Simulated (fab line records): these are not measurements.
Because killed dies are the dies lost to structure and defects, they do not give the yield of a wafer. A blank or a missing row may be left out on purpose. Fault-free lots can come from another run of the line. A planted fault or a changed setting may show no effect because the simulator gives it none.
Matching of chambers / flow n5-finfet / 4 sister chambers for N5_SDB_STRIP_21 on rie-diel-01
The step strips in CF4. 4 wafers are shown with their chamber, then 8 later ones without.

EACH WAFER AND ITS CHAMBER
wafer=L086.3; chamber=1; drypump-motor-current-A (A)=5.7
wafer=L086.6; chamber=3; drypump-motor-current-A (A)=5.7
wafer=L089.2; chamber=0; drypump-motor-current-A (A)=6.0
wafer=L090.1; chamber=2; drypump-motor-current-A (A)=5.2

WAFERS WITH NO CHAMBER GIVEN
wafer=L090.2; drypump-motor-current-A (A)=6.0
wafer=L090.3; drypump-motor-current-A (A)=5.7
wafer=L092.1; drypump-motor-current-A (A)=5.2
wafer=L092.3; drypump-motor-current-A (A)=6.1
wafer=L092.4; drypump-motor-current-A (A)=5.7
wafer=L097.2; drypump-motor-current-A (A)=5.7
wafer=L097.5; drypump-motor-current-A (A)=5.2
wafer=L097.6; drypump-motor-current-A (A)=5.7

WHICH CHAMBER EACH WENT THROUGH
wafer=L090.2; from the rows above=0; in truth=0
wafer=L090.3; from the rows above=can't be placed: 1 or 3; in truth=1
wafer=L092.1; from the rows above=2; in truth=2
wafer=L092.3; from the rows above=0; in truth=0
wafer=L092.4; from the rows above=can't be placed: 1 or 3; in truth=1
wafer=L097.2; from the rows above=can't be placed: 1 or 3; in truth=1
wafer=L097.5; from the rows above=2; in truth=2
wafer=L097.6; from the rows above=can't be placed: 1 or 3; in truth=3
Correctly placed: 4 of 8. From these rows, 4 cannot be placed; in 4 the true chamber is one of the candidates. Wrongly placed: 0.
How it was worked out, from the rows above alone: a wafer's distance from a chamber is the root of the sum, over the readings, of the square of ((its reading less the chamber's mean) divided by the reading's scatter). The wafer belongs to the nearest chamber; if the next one is less than 2 further off, it can't be placed. For every chamber, the mean is computed from those of its wafers that are shown. The scatter: root of mean squared gap, hidden wafer to nearest shown wafer, with one shown wafer a chamber.
